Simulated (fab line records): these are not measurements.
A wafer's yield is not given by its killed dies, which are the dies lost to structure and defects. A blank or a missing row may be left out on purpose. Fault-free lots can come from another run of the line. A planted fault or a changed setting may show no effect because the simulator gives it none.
Matching of chambers / flow n5-finfet / N5_BEOL_M0_SAQP_ALD_48 on ald-sin-02 has 4 sister chambers
The step deposits SiO2, target thk 20 nm, pulse time 1 s, co reactant pulse time 1 s. 8 wafers are shown with their chamber, then 12 later ones without.

## EACH WAFER AND ITS CHAMBER
wafer=L082.5; chamber=1; heater-power-outer-w (W)=45; heater-power-w (W)=82
wafer=L085.3; chamber=2; heater-power-outer-w (W)=41; heater-power-w (W)=81
wafer=L086.4; chamber=0; heater-power-outer-w (W)=43; heater-power-w (W)=82
wafer=L086.5; chamber=1; heater-power-outer-w (W)=45; heater-power-w (W)=81
wafer=L086.6; chamber=2; heater-power-outer-w (W)=42; heater-power-w (W)=81
wafer=L088.2; chamber=0; heater-power-outer-w (W)=45; heater-power-w (W)=83
wafer=L088.3; chamber=3; heater-power-outer-w (W)=31; heater-power-w (W)=60
wafer=L088.5; chamber=3; heater-power-outer-w (W)=32; heater-power-w (W)=63

## WAFERS MISSING THEIR CHAMBER
wafer=L090.2; heater-power-outer-w (W)=31; heater-power-w (W)=62
wafer=L090.3; heater-power-outer-w (W)=42; heater-power-w (W)=80
wafer=L090.4; heater-power-outer-w (W)=44; heater-power-w (W)=82
wafer=L091.1; heater-power-outer-w (W)=31; heater-power-w (W)=60
wafer=L091.3; heater-power-outer-w (W)=42; heater-power-w (W)=80
wafer=L091.6; heater-power-outer-w (W)=44; heater-power-w (W)=82
wafer=L093.1; heater-power-outer-w (W)=41; heater-power-w (W)=80
wafer=L093.3; heater-power-outer-w (W)=32; heater-power-w (W)=60
wafer=L093.6; heater-power-outer-w (W)=42; heater-power-w (W)=82
wafer=L095.2; heater-power-outer-w (W)=45; heater-power-w (W)=82
wafer=L095.3; heater-power-outer-w (W)=31; heater-power-w (W)=60
wafer=L095.6; heater-power-outer-w (W)=42; heater-power-w (W)=81

## THE CHAMBER EACH PASSED THROUGH
wafer=L090.2; from the rows above=3; in truth=3
wafer=L090.3; from the rows above=2; in truth=2
wafer=L090.4; from the rows above=can't be placed: 0 or 1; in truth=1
wafer=L091.1; from the rows above=3; in truth=3
wafer=L091.3; from the rows above=2; in truth=2
wafer=L091.6; from the rows above=can't be placed: 0 or 1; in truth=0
wafer=L093.1; from the rows above=2; in truth=2
wafer=L093.3; from the rows above=3; in truth=3
wafer=L093.6; from the rows above=can't be placed: 2 or 0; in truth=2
wafer=L095.2; from the rows above=can't be placed: 1 or 0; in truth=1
wafer=L095.3; from the rows above=3; in truth=3
wafer=L095.6; from the rows above=2; in truth=2
Placed correctly: 8 of 12. Cannot be placed on the basis of these rows: 4; the candidates contain the true chamber in 4. Number placed wrongly: 0.
How it was worked out, from the rows above alone: a wafer's distance from a chamber is the root of the sum, over the readings, of the square of ((its reading less the chamber's mean) divided by the reading's scatter). If the next closest chamber is less than 2 further off than the closest, the wafer can't be placed; otherwise it belongs to the closest. Each chamber's mean is taken over the wafers shown for it. How the scatter is found: for the shown wafers, subtract from each reading the mean of its chamber, square and add these, divide the total by (wafers less chambers), then take the root.
